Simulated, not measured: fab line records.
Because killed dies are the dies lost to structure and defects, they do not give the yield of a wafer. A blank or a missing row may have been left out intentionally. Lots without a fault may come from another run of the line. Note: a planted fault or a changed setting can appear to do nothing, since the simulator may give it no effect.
Shared-tool check + flow nandHarc + 42 wafers sampled across 13 lots

## THE REASON FOR OPENING IT
On 1 of the 13 lots, a flag is raised at NHARC_P_GATE_CD_MEAS_91 on the reading cdNm. Fault-free wafers read 1999.8 nm, with a standard deviation of 1.9.
Rule: a lot gets a flag if all its wafers with a number sit over 4 standard deviations from that mean, or if no wafer of it has a number. The other lots count as sound.

| lot  | measured     | on       | cdNm (nm), wafer by wafer                 | flag    |
|------|--------------|----------|-------------------------------------------|---------|
| L409 | day 6 09:35  | cdSem-01 | 1998.4 2000.6 1998.8                      |         |
| L412 | day 7 15:44  | cdSem-02 | 1888.9 1890.0 1891.5 1888.8 1890.1 1891.0 | FLAGGED |
| L413 | day 8 07:50  | cdSem-01 | 1999.6 2001.3 2001.0                      |         |
| L415 | day 8 19:28  | cdSem-01 | 1997.0 1996.8 1994.4                      |         |
| L419 | day 10 19:54 | cdSem-02 | 2001.2 2000.3 2001.2                      |         |
| L421 | day 11 18:08 | cdSem-02 | 2004.1 2000.9 2000.9                      |         |
| L422 | day 11 19:14 | cdSem-03 | 1997.8 2002.6 1999.9                      |         |
| L423 | day 12 09:25 | cdSem-01 | 1997.8 1998.9 1997.7                      |         |
| L424 | day 12 19:19 | cdSem-01 | 2000.1 2000.3 2003.2                      |         |
| L425 | day 13 05:56 | cdSem-02 | 1999.5 2002.5 2000.6                      |         |
| L427 | day 14 00:34 | cdSem-01 | 1997.5 1998.4 2002.2                      |         |
| L428 | day 14 10:49 | cdSem-02 | 2000.2 1999.5 2000.7                      |         |
| L429 | day 14 14:59 | cdSem-03 | 1995.9 1998.9 1998.1                      |         |
Average over the flagged lots: 1890.0 nm; offset from the usual -109.8 nm, equal to -58 standard deviations.

## WHICH TOOL RAN EACH LOT
The record keeps 1 process step preceding the reading, out of 1302 steps on the route. In each cell: the tool, then ch and the chambers that the sampled wafers went through, then the start.
| lot  | flag    | NHARC_P_GATE_EXPOSE_88           |
|------|---------|----------------------------------|
| L409 |         | krfScanner-04 ch 0, day 6 09:25  |
| L412 | FLAGGED | krfScanner-04 ch 0, day 7 15:35  |
| L413 |         | krfScanner-04 ch 0, day 8 07:41  |
| L415 |         | krfScanner-04 ch 0, day 8 19:19  |
| L419 |         | krfScanner-03 ch 0, day 10 19:44 |
| L421 |         | krfScanner-04 ch 0, day 11 18:00 |
| L422 |         | krfScanner-03 ch 0, day 11 19:04 |
| L423 |         | krfScanner-04 ch 0, day 12 09:16 |
| L424 |         | krfScanner-03 ch 0, day 12 19:10 |
| L425 |         | krfScanner-03 ch 0, day 13 05:47 |
| L427 |         | krfScanner-03 ch 0, day 14 00:25 |
| L428 |         | krfScanner-03 ch 0, day 14 10:39 |
| L429 |         | krfScanner-03 ch 0, day 14 14:49 |
What these steps do:
- NHARC_P_GATE_EXPOSE_88: exposes mask P HVN, target cd 2000 nm.
- NHARC_P_GATE_CD_MEAS_91: target cd 2000 nm.

## FLAGGED AGAINST TOTAL, ONE TOOL AT A TIME (gauges that did the reading follow at the end)
| step                    | tool          | lots run | flagged | share of the flagged lots | sound lots run after its first flagged lot |
|-------------------------|---------------|----------|---------|---------------------------|--------------------------------------------|
| NHARC_P_GATE_EXPOSE_88  | krfScanner-03 | 7        | 0       | none                      | -                                          |
| NHARC_P_GATE_EXPOSE_88  | krfScanner-04 | 6        | 1       | all                       | 4 (L413,L415,L421,L423)                    |
| NHARC_P_GATE_CD_MEAS_91 | cdSem-01      | 6        | 0       | none                      | -                                          |
| NHARC_P_GATE_CD_MEAS_91 | cdSem-02      | 5        | 1       | all                       | 4 (L419,L421,L425,L428)                    |
| NHARC_P_GATE_CD_MEAS_91 | cdSem-03      | 2        | 0       | none                      | -                                          |

## WHAT IS ALLOWED BY THE TABLE
krfScanner-04 at NHARC_P_GATE_EXPOSE_88 and cdSem-02 at NHARC_P_GATE_CD_MEAS_91 are the 2 rows of the table that ran each flagged lot.
- krfScanner-04 at NHARC_P_GATE_EXPOSE_88: 1 of its 6 lots flagged. Lots that were sound ran on it after the first flagged one (L413, L415, L421, L423); a persistent fault on the entire tool would not allow that.
- cdSem-02 at NHARC_P_GATE_CD_MEAS_91: 1 of its 5 lots flagged. Lots that were sound ran on it after the first flagged one (L419, L421, L425, L428); a persistent fault on the entire tool would not allow that.
Not one row of the table ran every flagged lot while running no sound lot after the first.

## WHAT WAS PUT IN BY THE SIMULATOR
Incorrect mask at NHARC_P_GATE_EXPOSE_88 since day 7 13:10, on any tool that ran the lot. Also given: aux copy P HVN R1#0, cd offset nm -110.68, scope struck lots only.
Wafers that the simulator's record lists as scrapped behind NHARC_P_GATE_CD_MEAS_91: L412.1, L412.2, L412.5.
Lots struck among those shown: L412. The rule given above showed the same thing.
